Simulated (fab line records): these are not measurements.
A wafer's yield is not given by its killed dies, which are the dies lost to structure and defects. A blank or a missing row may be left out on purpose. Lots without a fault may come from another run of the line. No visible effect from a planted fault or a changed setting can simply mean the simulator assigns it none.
Problem report, 8D (eight disciplines) form, completed by code :: flow n5Finfet :: the parts of the form that need people (team, actions taken, sign-off) are left out

== 1. THE PROBLEM ==
MIM_TOP_OVL at N5_MIM_TOP_LITHO_OVL_MEAS_11 reads a mean of 215 nm on 3 wafers of 1 lot; wafers without a fault read 0 nm with a standard deviation of 5.4. That puts it +40 standard deviations away from the usual mean.
Earliest sighting: wafer L128.1 on overlay-01 at day 16 03:45. At this step, 34 wafers from 12 lots have a number in the record. Rule for "out" (also "out of limits"): further than 4 standard deviations from the usual mean. Any other wafer with a number is counted as sound.

== 2. WHAT IT IS AND WHAT IT IS NOT ==
question: which readings at this step
is: MIM_TOP_OVL
is not: -

question: which lots
is: L128
is not: L114, L115, L116, L117, L118, L119, L120, L121, L123, L125, L131

question: which wafers of those lots
is: all that have a number
is not: -

question: read on which gauges
is: overlay-01
is not: overlay-02

question: when
is: from day 16 03:45
is not: up to then (28 sound wafers); but 3 sound wafers of L131 came after

== 3. THE SUSPECTS, EACH WITH WHAT RULES IT OUT ==
Counting: a tool at any process step up to the reading remains a suspect when it ran all the lots that are out and ran no sound lot after the first of those.
- the gauge at N5_MIM_TOP_LITHO_OVL_MEAS_11: kept. All the wafers that are out were read on overlay-01, and no step on other tools shows them out.
- pecvd-04 at N5_PASSIVATION_PECVD_00 (deposits SiO2 from SiH4/N2O, target thk 200 nm, time 11.2 s): kept. It ran the lot that is out, L128 (day 16 01:05), and no sound lot after that; its last sound lot up to then is L125 (day 14 11:19).
- aldHk-01 at N5_MIM_TOP_ALD_02 (deposits Al2O3, purge time 3 s, co reactant pulse time 3 s): kept. It ran the lot that is out, L128 (day 16 03:32), and no sound lot after that; its last sound lot up to then is L125 (day 14 14:31). N5_MIM_TOP_ALD_02: start missing for some lots; hours and lot order therefore follow N5_MIM_TOP_LITHO_EXPOSE_05.
- krfScanner-02 at N5_MIM_TOP_LITHO_EXPOSE_05 (exposes mask MIM TOP, target cd 2000 nm): kept. It ran the lot that is out, L128 (day 16 03:32), and no sound lot after that; its last sound lot up to then is L125 (day 14 14:31).
Left after counting: pecvd-04 at N5_PASSIVATION_PECVD_00, aldHk-01 at N5_MIM_TOP_ALD_02, krfScanner-02 at N5_MIM_TOP_LITHO_EXPOSE_05, overlay-01 at N5_MIM_TOP_LITHO_OVL_MEAS_11.

== 4. THE CAUSE (what the simulator had put in) ==
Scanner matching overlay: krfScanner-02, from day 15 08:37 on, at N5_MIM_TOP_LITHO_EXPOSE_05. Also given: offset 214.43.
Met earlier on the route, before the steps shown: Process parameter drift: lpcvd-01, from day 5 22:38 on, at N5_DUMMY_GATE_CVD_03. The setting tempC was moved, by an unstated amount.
4 suspects survive the count, and this tool is in that group.

== 5. SEQUENCE OF EFFECTS, ordered by route ==
Each row: a reading whose mean over the struck wafers that have a number lies more than 3 standard deviations from the usual. Scope: only readings with a usual standard deviation given in the record; hours: median across lots of the time from each lot's start at the first step in this table that gives one to its start at this step; sigmas: change in usual standard deviations.
hours: 0
step: N5_MIM_TOP_LITHO_OVL_MEAS_11
reading: MIM_TOP_OVL
usual: 0 nm
on struck wafers: 215
change: +215
sigmas: +40

== 6. WHAT WOULD HAVE CAUGHT IT SOONER ==
19 hours passed between the start of the fault at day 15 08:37 and the first reading out of limits at a measuring or inspecting step in this record, taken at day 16 03:45.
By day 16 03:45 the whole set of lots that are out, 1 in number, had already begun N5_MIM_TOP_LITHO_EXPOSE_05 on krfScanner-02. Tool hold at that time: it would have spared none of them.
